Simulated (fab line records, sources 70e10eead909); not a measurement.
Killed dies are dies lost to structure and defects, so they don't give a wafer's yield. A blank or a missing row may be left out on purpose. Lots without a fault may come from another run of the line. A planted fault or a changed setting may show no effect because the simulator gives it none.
Chamber matching | flow nand_harc | NHARC_A_STAIRCASE_DESCUM_291 on rie_diel-10: 4 sister chambers
The step chemistry O2, time 3 s. 8 wafers are shown with their chamber, then 8 later ones without.

WAFERS WITH THEIR CHAMBER
wafer  | chamber | drypump_motor_current_A (A) | showerhead_plenum_p_Torr (Torr)
L078.3 | 2       | 5.8                         | 1.88
L078.6 | 3       | 6.2                         | 1.88
L083.6 | 0       | 5.7                         | 1.86
L086.3 | 2       | 5.7                         | 1.88
L088.3 | 3       | 6.2                         | 1.87
L088.5 | 1       | 5.0                         | 1.93
L088.6 | 0       | 5.7                         | 1.85
L089.2 | 1       | 5.0                         | 1.93

WAFERS WITHOUT THEIR CHAMBER
wafer  | drypump_motor_current_A (A) | showerhead_plenum_p_Torr (Torr)
L089.5 | 5.8                         | 1.85
L089.6 | 6.2                         | 1.86
L095.1 | 5.0                         | 1.92
L095.2 | 6.2                         | 1.86
L095.4 | 5.8                         | 1.87
L096.2 | 5.8                         | 1.85
L096.3 | 5.0                         | 1.92
L096.6 | 5.7                         | 1.87

WHICH CHAMBER EACH WENT THROUGH
wafer  | from the rows above     | in truth
L089.5 | 0                       | 0
L089.6 | 3                       | 3
L095.1 | 1                       | 1
L095.2 | 3                       | 3
L095.4 | can't be placed: 2 or 0 | 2
L096.2 | 0                       | 0
L096.3 | 1                       | 1
L096.6 | can't be placed: 2 or 0 | 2
Placed correctly: 6 of 8. Can't be placed from these rows: 2 (the true chamber is among the candidates in 2). Placed wrongly: 0.
How it was worked out, from the rows above alone: a wafer's distance from a chamber is the root of the sum, over the readings, of the square of ((its reading less the chamber's mean) divided by the reading's scatter). The wafer belongs to the nearest chamber; if the next one is less than 2 further off, it can't be placed. A chamber's mean is the mean of its shown wafers. The scatter: the root of (the sum of the squares of (reading less its chamber's mean) over the shown wafers, divided by (wafers less chambers)).
